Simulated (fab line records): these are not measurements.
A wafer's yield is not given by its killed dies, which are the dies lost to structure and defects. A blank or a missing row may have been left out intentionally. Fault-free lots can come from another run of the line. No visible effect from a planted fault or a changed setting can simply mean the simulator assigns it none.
fab line records + flow nand_harc
record:
- lots: 12
- wafers: 36
- last_day: 33
route steps=1302 shown P_GATE@145
lots untouched by any fault: they come from a run of this same line in which no faults occurred
start_h: start of the lot's first displayed wafer, in hours after the record's first day + wait_h: time in hours since the lot's previous step + " identical to the entry in the row above + L1.1+2: a row that stands for several wafers + - either no value or no given start + * or withheld: withheld + < > ~ a bound
route shown NAME@n: a module of which the file shows steps, and the number in the route of the first + usual: mean and standard deviation over wafers with no fault + same: alike in all rows + chamber/n: place in a boat + sites: the reading at each site + _std_site: standard deviation across them + _edge_site: outer sites' mean less inner sites' + radius_mm: how far each site lies from the wafer's centre + mask NAME#n: copy n + behind: the tool/chamber that last shaped the wafer + hold: why the lot was held/for how many hours/how that ended + device: the n, p or np transistor that did not switch + end of line: at the end of the route, the tests of the same wafers + a step without rows: its recipe alone + killed: the dies lost at the first sort to structure and to defects; this is not the yield of the wafer + map: a wafer's dies, marking killed ones x, the rest . and places with no die _
set.NAME: setting as actually run; set.NAME@STEP: the setting as run at that earlier step + model.NAME: the simulator's own value behind a step, which no gauge read
steps of the route over a sample of lots; a table a step, a row a wafer
services: a tool's chamber out of use, with start hour (start_h, from the record's first day; less than 0 if before it), hours out, and reason
== steps ==
step: NHARC_P_GATE_ETCH_104
recipe:
- target_depth_a: 600
- time_s: withheld
- cf4_flow_sccm: 100
- chf3_flow_sccm: 30
- ar_flow_sccm: 0
- rf_w: 500
- bias_w: 200
- chemistry: CF4/CHF3
usual:
- drypump_motor_current_A: 5.7/0.49
- oes_product_au: 0.954/0.021
- rf_vpp_V: 371.9/2.1
- showerhead_plenum_p_Torr: 1.61/0.058
- throttle_valve_pct: 16.803/0.0093
| lot.wafer | tool        | chamber | start_h | wait_h | drypump_motor_current_A | oes_product_au | rf_vpp_V | showerhead_plenum_p_Torr | throttle_valve_pct |
|-----------|-------------|---------|---------|--------|-------------------------|----------------|----------|--------------------------|--------------------|
| L402.1    | rie_diel-04 | 0       | 103.21  | 0.1    | 6.8                     | 0.944          | 367.6    | 1.50                     | 16.804             |
| L402.3    | "           | 2       | "       | "      | 6.3                     | 0.951          | 367.7    | 1.51                     | 16.794             |
| L402.4    | "           | 3       | "       | "      | 4.8                     | 0.933          | 374.5    | 1.68                     | 16.824             |
| L403.3    | rie_diel-10 | 1       | 103.45  | 0.1    | 5.4                     | 0.929          | 370.5    | 1.58                     | 16.809             |
| L403.2    | "           | 2       | "       | "      | 5.6                     | 0.914          | 370.2    | 1.58                     | 16.801             |
| L403.1    | "           | 0       | "       | "      | 5.8                     | 0.928          | 373.2    | 1.64                     | 16.812             |
| L404.2    | rie_diel-09 | 2       | 114.96  | 0.1    | 6.2                     | 0.963          | 374.1    | 1.65                     | 16.821             |
| L404.5    | "           | 0       | "       | "      | 6.5                     | 0.984          | 372.5    | 1.62                     | 16.813             |
| L404.6    | "           | 1       | "       | "      | 5.2                     | 0.978          | 372.0    | 1.63                     | 16.794             |
| L405.3    | rie_diel-10 | 1       | 130.19  | 0.1    | 5.3                     | 0.972          | 371.5    | 1.58                     | 16.811             |
| L405.2    | "           | 2       | "       | "      | 5.6                     | 0.958          | 370.5    | 1.58                     | 16.790             |
| L405.5    | "           | 2       | "       | "      | 5.6                     | 0.968          | 371.1    | 1.58                     | 16.798             |
| L407.2    | rie_diel-10 | 1       | 145.86  | 0.1    | 5.4                     | 0.985          | 371.1    | 1.58                     | 16.783             |
| L407.3    | "           | 3       | "       | "      | 5.6                     | 0.963          | 374.0    | 1.69                     | 16.803             |
| L407.5    | "           | 2       | "       | "      | 5.6                     | 0.949          | 372.1    | 1.58                     | 16.785             |
| L408.3    | rie_diel-09 | 3       | 158.63  | 0.1    | 5.9                     | 0.959          | 374.3    | 1.67                     | 16.783             |
| L408.1    | "           | 1       | "       | "      | 5.3                     | 0.973          | 371.2    | 1.62                     | 16.807             |
| L408.6    | "           | 2       | "       | "      | 6.2                     | 0.979          | 373.4    | 1.65                     | 16.798             |
| L409.1    | rie_diel-09 | 1       | 166.14  | 0.1    | 5.2                     | 0.963          | 372.1    | 1.62                     | 16.792             |
| L409.2    | "           | 0       | "       | "      | 6.3                     | 0.973          | 372.8    | 1.62                     | 16.804             |
| L409.5    | "           | 1       | "       | "      | 5.2                     | 0.955          | 371.1    | 1.62                     | 16.798             |
| L411.1    | rie_diel-09 | 2       | 181.88  | 0.1    | 6.2                     | 0.955          | 374.7    | 1.65                     | 16.811             |
| L411.3    | "           | 3       | "       | "      | 5.9                     | 0.967          | 373.5    | 1.66                     | 16.797             |
| L411.5    | "           | 2       | "       | "      | 6.2                     | 0.957          | 373.1    | 1.65                     | 16.792             |
| L415.2    | rie_diel-10 | 1       | 229.98  | 0.1    | 5.4                     | 0.952          | 371.5    | 1.57                     | 16.801             |
| L415.4    | "           | 3       | "       | "      | 5.6                     | 0.952          | 375.2    | 1.69                     | 16.812             |
| L415.5    | "           | 2       | "       | "      | 5.6                     | 0.924          | 370.9    | 1.58                     | 16.791             |
| L421.1    | rie_diel-04 | 2       | 290.05  | 0.1    | 6.3                     | 0.926          | 369.4    | 1.51                     | 16.811             |
| L421.4    | "           | 3       | "       | "      | 4.8                     | 0.911          | 374.7    | 1.68                     | 16.788             |
| L421.5    | "           | 3       | "       | "      | 4.8                     | 0.909          | 373.1    | 1.68                     | 16.802             |
| L423.2    | rie_diel-10 | 1       | 306.07  | 0.1    | 5.3                     | 0.939          | 371.6    | 1.57                     | 16.813             |
| L423.3    | "           | 2       | "       | "      | 5.6                     | 0.964          | 370.3    | 1.57                     | 16.810             |
| L423.6    | "           | 0       | "       | "      | 5.8                     | 0.946          | 372.8    | 1.64                     | 16.799             |
| L424.1    | rie_diel-10 | 1       | 323.97  | 0.1    | 5.4                     | 0.953          | 370.7    | 1.57                     | 16.818             |
| L424.5    | "           | 2       | "       | "      | 5.6                     | 0.913          | 369.9    | 1.58                     | 16.802             |
| L424.6    | "           | 3       | "       | "      | 5.6                     | 0.930          | 375.7    | 1.69                     | 16.812             |
step: NHARC_P_GATE_EXPOSE_88
recipe:
- na: 0.6
- target_cd_nm: 2000
- dose_mj: 11.87
- mask_id: P_HVN
| lot.wafer  | tool           | chamber | start_h | wait_h | mask       |
|------------|----------------|---------|---------|--------|------------|
| L403.1+2+3 | krf_scanner-01 | 0       | 118.33  | -      | P_HVN#0    |
| L402.1+3+4 | krf_scanner-04 | 0       | 118.73  | -      | P_HVN#0    |
| L404.2+5+6 | krf_scanner-03 | 0       | 129.81  | -      | P_HVN#0    |
| L405.2+3+5 | krf_scanner-01 | 0       | 145.41  | -      | P_HVN#0    |
| L407.2+3+5 | krf_scanner-04 | 0       | 160.52  | -      | P_HVN#0    |
| L408.1+3+6 | krf_scanner-03 | 0       | 175.11  | -      | P_HVN#0    |
| L409.1+2+5 | krf_scanner-01 | 0       | 181.10  | -      | P_HVN#0    |
| L411.1+3+5 | krf_scanner-01 | 0       | 197.09  | -      | P_HVN_R1#0 |
| L415.2+4+5 | krf_scanner-03 | 0       | 244.73  | -      | P_HVN#0    |
| L421.1+4+5 | krf_scanner-04 | 0       | 305.05  | -      | P_HVN#0    |
| L423.2+3+6 | krf_scanner-04 | 0       | 321.06  | -      | P_HVN#0    |
| L424.1+5+6 | krf_scanner-03 | 0       | 338.77  | -      | P_HVN#0    |
step: NHARC_P_GATE_CD_MEAS_91
recipe:
- target_cd_nm: 2000
- landing_energy_ev: 500
usual:
- cd_nm: 1999.8/1.9
| lot.wafer | tool      | chamber | start_h | wait_h | cd_nm  |
|-----------|-----------|---------|---------|--------|--------|
| L403.1    | cd_sem-01 | 0       | 118.49  | -      | 2001.4 |
| L403.2    | "         | 0       | "       | "      | 1996.8 |
| L403.3    | "         | 0       | "       | "      | 1999.4 |
| L402.1    | cd_sem-02 | 0       | 118.89  | -      | 1999.9 |
| L402.3    | "         | 0       | "       | "      | 1999.7 |
| L402.4    | "         | 0       | "       | "      | 1999.5 |
| L404.2    | cd_sem-02 | 0       | 129.96  | -      | 1997.1 |
| L404.5    | "         | 0       | "       | "      | 1999.7 |
| L404.6    | "         | 0       | "       | "      | 1997.6 |
| L405.2    | cd_sem-01 | 0       | 145.56  | -      | 2001.1 |
| L405.3    | "         | 0       | "       | "      | 2001.8 |
| L405.5    | "         | 0       | "       | "      | 2002.4 |
| L407.2    | cd_sem-01 | 0       | 160.67  | -      | 2004.1 |
| L407.3    | "         | 0       | "       | "      | 2000.0 |
| L407.5    | "         | 0       | "       | "      | 2001.0 |
| L408.1    | cd_sem-02 | 0       | 175.26  | -      | 2002.3 |
| L408.3    | "         | 0       | "       | "      | 2002.7 |
| L408.6    | "         | 0       | "       | "      | 1999.4 |
| L409.1    | cd_sem-02 | 0       | 181.26  | -      | 1997.9 |
| L409.2    | "         | 0       | "       | "      | 2000.5 |
| L409.5    | "         | 0       | "       | "      | 1999.7 |
| L411.1    | cd_sem-03 | 0       | 197.24  | -      | 1954.6 |
| L411.3    | "         | 0       | "       | "      | 1956.1 |
| L411.5    | "         | 0       | "       | "      | 1956.2 |
| L415.2    | cd_sem-01 | 0       | 244.89  | -      | 1999.7 |
| L415.4    | "         | 0       | "       | "      | 1999.7 |
| L415.5    | "         | 0       | "       | "      | 2001.4 |
| L421.1    | cd_sem-03 | 0       | 305.21  | -      | 1999.0 |
| L421.4    | "         | 0       | "       | "      | 1999.8 |
| L421.5    | "         | 0       | "       | "      | 1997.9 |
| L423.2    | cd_sem-03 | 0       | 321.21  | -      | 1998.7 |
| L423.3    | "         | 0       | "       | "      | 1996.6 |
| L423.6    | "         | 0       | "       | "      | 1994.1 |
| L424.1    | cd_sem-02 | 0       | 338.93  | -      | 2001.2 |
| L424.5    | "         | 0       | "       | "      | 2001.1 |
| L424.6    | "         | 0       | "       | "      | 2001.3 |
step: NHARC_P_GATE_STRIP_113
recipe:
- power_w: 1500
- temp_c: 110
- time_s: 740
- chemistry: N2/H2
usual:
- drypump_motor_current_A: 5.7/0.77
- heater_power_w: 95/7.7
- rf_refl_power_W: 30/11
| lot.wafer | tool            | chamber | start_h | wait_h | drypump_motor_current_A | heater_power_w | rf_hours_counter_h | rf_refl_power_W |
|-----------|-----------------|---------|---------|--------|-------------------------|----------------|--------------------|-----------------|
| L403.1    | plasma_asher-01 | 1       | 119.01  | 0.2    | 6.3                     | 104            | 25                 | 48              |
| L403.2    | "               | 0       | "       | "      | 5.4                     | 101            | 25                 | 25              |
| L403.3    | "               | 1       | "       | "      | 6.4                     | 105            | -                  | 47              |
| L402.1    | plasma_asher-02 | 0       | 119.42  | 0.2    | 4.7                     | 89             | 6                  | 16              |
| L402.3    | "               | 0       | "       | "      | 4.7                     | 92             | -                  | 17              |
| L402.4    | "               | 1       | "       | "      | 6.6                     | 85             | -                  | 30              |
| L404.2    | plasma_asher-01 | 0       | 130.60  | 0.3    | 5.4                     | 102            | 28                 | 25              |
| L404.6    | "               | 1       | "       | "      | 6.3                     | 105            | -                  | 47              |
| L404.5    | "               | 0       | "       | "      | 5.3                     | 105            | -                  | 25              |
| L405.2    | plasma_asher-02 | 0       | 146.08  | 0.2    | 4.7                     | 91             | 10                 | 18              |
| L405.3    | "               | 0       | "       | "      | 4.7                     | 90             | -                  | 17              |
| L405.5    | "               | 0       | "       | "      | 4.7                     | 90             | -                  | 17              |
| L407.2    | plasma_asher-02 | 0       | 161.31  | 0.3    | 4.7                     | 91             | 14                 | 17              |
| L407.3    | "               | 0       | "       | "      | 4.7                     | 89             | -                  | 16              |
| L407.5    | "               | 0       | "       | "      | 4.7                     | 92             | -                  | 18              |
| L408.1    | plasma_asher-02 | 0       | 175.91  | 0.3    | 4.7                     | 92             | 19                 | 17              |
| L408.3    | "               | 0       | "       | "      | 4.7                     | 92             | -                  | 17              |
| L408.6    | "               | 0       | "       | "      | 4.7                     | 90             | -                  | 18              |
| L409.2    | plasma_asher-02 | 0       | 181.79  | 0.2    | 4.7                     | 89             | 21                 | 17              |
| L409.1    | "               | 1       | "       | "      | 6.6                     | 85             | 21                 | 31              |
| L409.5    | "               | 0       | "       | "      | 4.7                     | 89             | -                  | 17              |
| L411.1    | plasma_asher-01 | 1       | 197.77  | 0.2    | 6.3                     | 103            | 5                  | 47              |
| L411.3    | "               | 0       | "       | "      | 5.4                     | 99             | -                  | 25              |
| L411.5    | "               | 1       | "       | "      | 6.3                     | 104            | -                  | 47              |
| L415.2    | plasma_asher-02 | 1       | 245.54  | 0.3    | 6.6                     | 86             | 32                 | 30              |
| L415.4    | "               | 0       | "       | "      | 4.7                     | 90             | -                  | 18              |
| L415.5    | "               | 1       | "       | "      | 6.6                     | 84             | -                  | 30              |
| L421.1    | plasma_asher-01 | 0       | 305.87  | 0.3    | 5.4                     | 100            | 29                 | 25              |
| L421.4    | "               | 1       | "       | "      | 6.3                     | 103            | -                  | 47              |
| L421.5    | "               | 0       | "       | "      | 5.4                     | 101            | -                  | 25              |
| L423.2    | plasma_asher-01 | 0       | 321.73  | 0.2    | 5.4                     | 100            | 31                 | 27              |
| L423.3    | "               | 0       | "       | "      | 5.4                     | 101            | -                  | 25              |
| L423.6    | "               | 0       | "       | "      | 5.4                     | 103            | -                  | 26              |
| L424.1    | plasma_asher-01 | 1       | 339.46  | 0.2    | 6.3                     | 104            | 35                 | 47              |
| L424.6    | "               | 1       | "       | "      | 6.3                     | 102            | -                  | 48              |
| L424.5    | "               | 0       | "       | "      | 5.4                     | 104            | -                  | 25              |
step: NHARC_P_GATE_RTA_80
recipe:
- temp_c: 300
- time_s: 30
usual:
- wafer_temp_C_max: 301.7/0.39
| lot.wafer | tool          | chamber | start_h | wait_h | wafer_temp_C_max |
|-----------|---------------|---------|---------|--------|------------------|
| L403.1    | rtp_anneal-01 | 0       | 120.92  | -      | 301.8            |
| L403.2    | "             | 0       | "       | "      | 301.4            |
| L403.3    | "             | 0       | "       | "      | 301.4            |
| L402.1    | rtp_anneal-02 | 0       | 121.30  | -      | 302.1            |
| L402.3    | "             | 0       | "       | "      | 302.2            |
| L402.4    | "             | 0       | "       | "      | 300.7            |
| L404.2    | rtp_anneal-02 | 0       | 132.39  | -      | 301.7            |
| L404.5    | "             | 0       | "       | "      | 302.0            |
| L404.6    | "             | 0       | "       | "      | 302.2            |
| L405.2    | rtp_anneal-01 | 0       | 147.99  | -      | 302.2            |
| L405.3    | "             | 0       | "       | "      | 302.0            |
| L405.5    | "             | 0       | "       | "      | 301.5            |
| L407.2    | rtp_anneal-02 | 0       | 163.17  | -      | 301.2            |
| L407.3    | "             | 0       | "       | "      | 301.9            |
| L407.5    | "             | 0       | "       | "      | 301.3            |
| L408.1    | rtp_anneal-02 | 0       | 177.67  | -      | 301.5            |
| L408.3    | "             | 0       | "       | "      | 302.0            |
| L408.6    | "             | 0       | "       | "      | 301.4            |
| L409.1    | rtp_anneal-02 | 0       | 183.67  | -      | 301.4            |
| L409.2    | "             | 0       | "       | "      | 301.4            |
| L409.5    | "             | 0       | "       | "      | 301.5            |
| L411.1    | rtp_anneal-01 | 0       | 199.69  | -      | 301.8            |
| L411.3    | "             | 0       | "       | "      | 301.8            |
| L411.5    | "             | 0       | "       | "      | 301.7            |
| L415.2    | rtp_anneal-01 | 0       | 247.50  | -      | 302.3            |
| L415.4    | "             | 0       | "       | "      | 301.9            |
| L415.5    | "             | 0       | "       | "      | 301.8            |
| L421.1    | rtp_anneal-02 | 0       | 307.87  | -      | 301.5            |
| L421.4    | "             | 0       | "       | "      | 301.7            |
| L421.5    | "             | 0       | "       | "      | 301.7            |
| L423.2    | rtp_anneal-02 | 0       | 323.67  | -      | 302.1            |
| L423.3    | "             | 0       | "       | "      | 301.5            |
| L423.6    | "             | 0       | "       | "      | 301.4            |
| L424.1    | rtp_anneal-01 | 0       | 341.34  | -      | 302.0            |
| L424.5    | "             | 0       | "       | "      | 301.8            |
| L424.6    | "             | 0       | "       | "      | 302.3            |
== services ==
| tool            | chamber | start_h | hours | kind   |
|-----------------|---------|---------|-------|--------|
| rie_diel-10     | 0       | 79.33   | 5.3   | repair |
| krf_scanner-03  | -       | 89.49   | 4.2   | repair |
| krf_scanner-04  | -       | 98.92   | 0.9   | repair |
| krf_scanner-03  | -       | 111.30  | 2.8   | repair |
| krf_scanner-04  | -       | 120.66  | 0.2   | repair |
| rie_diel-09     | -       | 143.10  | 9.0   | pm     |
| plasma_asher-01 | -       | 165.20  | 9.0   | pm     |
| krf_scanner-04  | -       | 182.00  | 4.0   | pm     |
| krf_scanner-03  | -       | 182.59  | 1.5   | repair |
| krf_scanner-01  | -       | 183.40  | 4.0   | pm     |
| rie_diel-10     | 0       | 189.62  | 12.9  | repair |
| rie_diel-09     | 1       | 190.97  | 8.8   | repair |
| krf_scanner-03  | -       | 224.00  | 4.0   | pm     |
| rie_diel-09     | 0       | 236.91  | 5.7   | repair |
| rie_diel-10     | -       | 242.52  | 9.0   | pm     |
| plasma_asher-02 | -       | 247.96  | 0.6   | repair |
| plasma_asher-02 | -       | 254.47  | 9.0   | pm     |
| rie_diel-10     | -       | 269.23  | 0.3   | repair |
| rie_diel-09     | 2       | 280.90  | 45.9  | repair |
| rie_diel-09     | 3       | 288.76  | 1.9   | repair |
| rie_diel-10     | 1       | 292.72  | 13.1  | repair |
| plasma_asher-02 | -       | 296.57  | 0.4   | repair |
| rie_diel-09     | 0       | 311.22  | 8.4   | repair |
| rie_diel-09     | -       | 320.10  | 9.0   | pm     |
== key ==
first_sign:
- step: NHARC_P_GATE_EXPOSE_88
- reading: mask
- direction: changed
effect:
- step: NHARC_P_GATE_CD_MEAS_91
- reading: cd_nm
- direction: down
- sigmas: 23
- usual: 1999.8
- struck: 1955.6
met_at NHARC_P_GATE_EXPOSE_88
struck_lots L411
tester_left_out L411
not_acting_at NHARC_P_GATE_ETCH_104,NHARC_P_GATE_STRIP_113,NHARC_P_GATE_RTA_80
onset_between 181.10 197.09
fault:
- kind: wrong_mask
- tool: any
- chamber: -
- onset_h: 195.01
- steps: NHARC_P_GATE_EXPOSE_88
- aux_copy: P_HVN_R1#0
- cd_offset_nm: -45.889
- scope: struck_lots_only
tester_left_out: of these lots the tester's yield and bins aren't shown, on N5 and GAA mostly nor the transistor test; their killed dies are dies lost to structure and defects alone, not to doping, threshold or leakage, so they don't give the yield
